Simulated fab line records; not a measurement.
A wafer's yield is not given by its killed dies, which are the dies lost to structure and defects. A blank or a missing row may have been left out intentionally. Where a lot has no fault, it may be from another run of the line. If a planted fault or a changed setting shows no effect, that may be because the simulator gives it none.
Chamber matching / flow n5Finfet / N5_BEOL_M6_ETCH_62 on rieDiel-02 has 4 sister chambers
The step etches SOC in N2/H2, target depth 110 nm, overetch 22 nm, time 165 s. 24 wafers are shown with their chamber, then 12 later ones without.

WAFERS PAIRED WITH THEIR CHAMBERS
wafer=L074.3; chamber=1; showerheadPlenumPTorr (Torr)=2.42; drypumpMotorCurrentA (A)=6.1; throttleValvePct (%)=17.76
wafer=L074.4; chamber=0; showerheadPlenumPTorr (Torr)=2.52; drypumpMotorCurrentA (A)=5.2; throttleValvePct (%)=17.98
wafer=L074.6; chamber=3; showerheadPlenumPTorr (Torr)=2.66; drypumpMotorCurrentA (A)=5.9; throttleValvePct (%)=17.53
wafer=L075.1; chamber=3; showerheadPlenumPTorr (Torr)=2.66; drypumpMotorCurrentA (A)=5.9; throttleValvePct (%)=17.53
wafer=L075.3; chamber=2; showerheadPlenumPTorr (Torr)=2.49; drypumpMotorCurrentA (A)=5.7; throttleValvePct (%)=18.19
wafer=L075.5; chamber=0; showerheadPlenumPTorr (Torr)=2.52; drypumpMotorCurrentA (A)=5.2; throttleValvePct (%)=17.98
wafer=L076.3; chamber=1; showerheadPlenumPTorr (Torr)=2.42; drypumpMotorCurrentA (A)=6.2; throttleValvePct (%)=17.78
wafer=L076.5; chamber=1; showerheadPlenumPTorr (Torr)=2.42; drypumpMotorCurrentA (A)=6.2; throttleValvePct (%)=17.76
wafer=L076.6; chamber=0; showerheadPlenumPTorr (Torr)=2.52; drypumpMotorCurrentA (A)=5.2; throttleValvePct (%)=17.98
wafer=L077.1; chamber=0; showerheadPlenumPTorr (Torr)=2.52; drypumpMotorCurrentA (A)=5.3; throttleValvePct (%)=18.01
wafer=L077.2; chamber=1; showerheadPlenumPTorr (Torr)=2.42; drypumpMotorCurrentA (A)=6.2; throttleValvePct (%)=17.78
wafer=L077.6; chamber=1; showerheadPlenumPTorr (Torr)=2.42; drypumpMotorCurrentA (A)=6.2; throttleValvePct (%)=17.77
wafer=L080.1; chamber=0; showerheadPlenumPTorr (Torr)=2.52; drypumpMotorCurrentA (A)=5.2; throttleValvePct (%)=18.02
wafer=L080.2; chamber=3; showerheadPlenumPTorr (Torr)=2.65; drypumpMotorCurrentA (A)=5.9; throttleValvePct (%)=17.54
wafer=L080.3; chamber=2; showerheadPlenumPTorr (Torr)=2.49; drypumpMotorCurrentA (A)=5.7; throttleValvePct (%)=18.20
wafer=L084.1; chamber=2; showerheadPlenumPTorr (Torr)=2.49; drypumpMotorCurrentA (A)=5.7; throttleValvePct (%)=18.23
wafer=L084.4; chamber=3; showerheadPlenumPTorr (Torr)=2.65; drypumpMotorCurrentA (A)=5.9; throttleValvePct (%)=17.55
wafer=L084.6; chamber=3; showerheadPlenumPTorr (Torr)=2.65; drypumpMotorCurrentA (A)=5.9; throttleValvePct (%)=17.55
wafer=L085.2; chamber=1; showerheadPlenumPTorr (Torr)=2.41; drypumpMotorCurrentA (A)=6.2; throttleValvePct (%)=17.81
wafer=L085.3; chamber=0; showerheadPlenumPTorr (Torr)=2.51; drypumpMotorCurrentA (A)=5.2; throttleValvePct (%)=18.04
wafer=L085.4; chamber=2; showerheadPlenumPTorr (Torr)=2.48; drypumpMotorCurrentA (A)=5.7; throttleValvePct (%)=18.22
wafer=L088.1; chamber=1; showerheadPlenumPTorr (Torr)=2.41; drypumpMotorCurrentA (A)=6.1; throttleValvePct (%)=17.83
wafer=L088.3; chamber=2; showerheadPlenumPTorr (Torr)=2.48; drypumpMotorCurrentA (A)=5.7; throttleValvePct (%)=18.23
wafer=L088.6; chamber=2; showerheadPlenumPTorr (Torr)=2.48; drypumpMotorCurrentA (A)=5.7; throttleValvePct (%)=18.23

SIGNATURES (averages over the wafers above)
reading=showerheadPlenumPTorr; chamber 0=2.5183; chamber 1=2.4171; chamber 2=2.4850; chamber 3=2.6540; scatter within a chamber=0.00498
reading=drypumpMotorCurrentA; chamber 0=5.217; chamber 1=6.171; chamber 2=5.700; chamber 3=5.900; scatter within a chamber=0.0336
reading=throttleValvePct; chamber 0=18.0017; chamber 1=17.7843; chamber 2=18.2167; chamber 3=17.5400; scatter within a chamber=0.0217
Rule: for a wafer and a chamber, the distance is found by dividing, reading by reading, the gap between the wafer's reading and the chamber's mean by the reading's scatter, squaring, summing and taking the root. The wafer belongs to the nearest chamber; if the next one is less than 2 further off, it can't be placed. How the scatter is found: for the shown wafers, subtract from each reading the mean of its chamber, square and add these, divide the total by (wafers less chambers), then take the root.

WAFERS MISSING THEIR CHAMBER
wafer=L093.2; showerheadPlenumPTorr (Torr)=2.51; drypumpMotorCurrentA (A)=5.3; throttleValvePct (%)=18.05
wafer=L093.4; showerheadPlenumPTorr (Torr)=2.65; drypumpMotorCurrentA (A)=5.9; throttleValvePct (%)=17.60
wafer=L093.5; showerheadPlenumPTorr (Torr)=2.41; drypumpMotorCurrentA (A)=6.1; throttleValvePct (%)=17.83
wafer=L092.1; showerheadPlenumPTorr (Torr)=2.50; drypumpMotorCurrentA (A)=5.2; throttleValvePct (%)=18.07
wafer=L092.2; showerheadPlenumPTorr (Torr)=2.47; drypumpMotorCurrentA (A)=5.7; throttleValvePct (%)=18.25
wafer=L092.5; showerheadPlenumPTorr (Torr)=2.64; drypumpMotorCurrentA (A)=5.9; throttleValvePct (%)=17.61
wafer=L095.2; showerheadPlenumPTorr (Torr)=2.64; drypumpMotorCurrentA (A)=5.9; throttleValvePct (%)=17.61
wafer=L095.3; showerheadPlenumPTorr (Torr)=2.47; drypumpMotorCurrentA (A)=5.7; throttleValvePct (%)=18.26
wafer=L095.5; showerheadPlenumPTorr (Torr)=2.47; drypumpMotorCurrentA (A)=5.7; throttleValvePct (%)=18.26
wafer=L097.2; showerheadPlenumPTorr (Torr)=2.47; drypumpMotorCurrentA (A)=5.7; throttleValvePct (%)=18.27
wafer=L097.3; showerheadPlenumPTorr (Torr)=2.40; drypumpMotorCurrentA (A)=6.1; throttleValvePct (%)=17.83
wafer=L097.5; showerheadPlenumPTorr (Torr)=2.50; drypumpMotorCurrentA (A)=5.2; throttleValvePct (%)=18.07

EACH ONE'S CHAMBER
wafer=L093.2; from the rows above=0; in truth=0
wafer=L093.4; from the rows above=3; in truth=3
wafer=L093.5; from the rows above=1; in truth=1
wafer=L092.1; from the rows above=0; in truth=0
wafer=L092.2; from the rows above=2; in truth=2
wafer=L092.5; from the rows above=3; in truth=3
wafer=L095.2; from the rows above=3; in truth=3
wafer=L095.3; from the rows above=2; in truth=2
wafer=L095.5; from the rows above=2; in truth=2
wafer=L097.2; from the rows above=2; in truth=2
wafer=L097.3; from the rows above=1; in truth=1
wafer=L097.5; from the rows above=0; in truth=0
Correct placement for 12 of the 12. Left unplaced by these rows: 0. Number placed wrongly: 0.
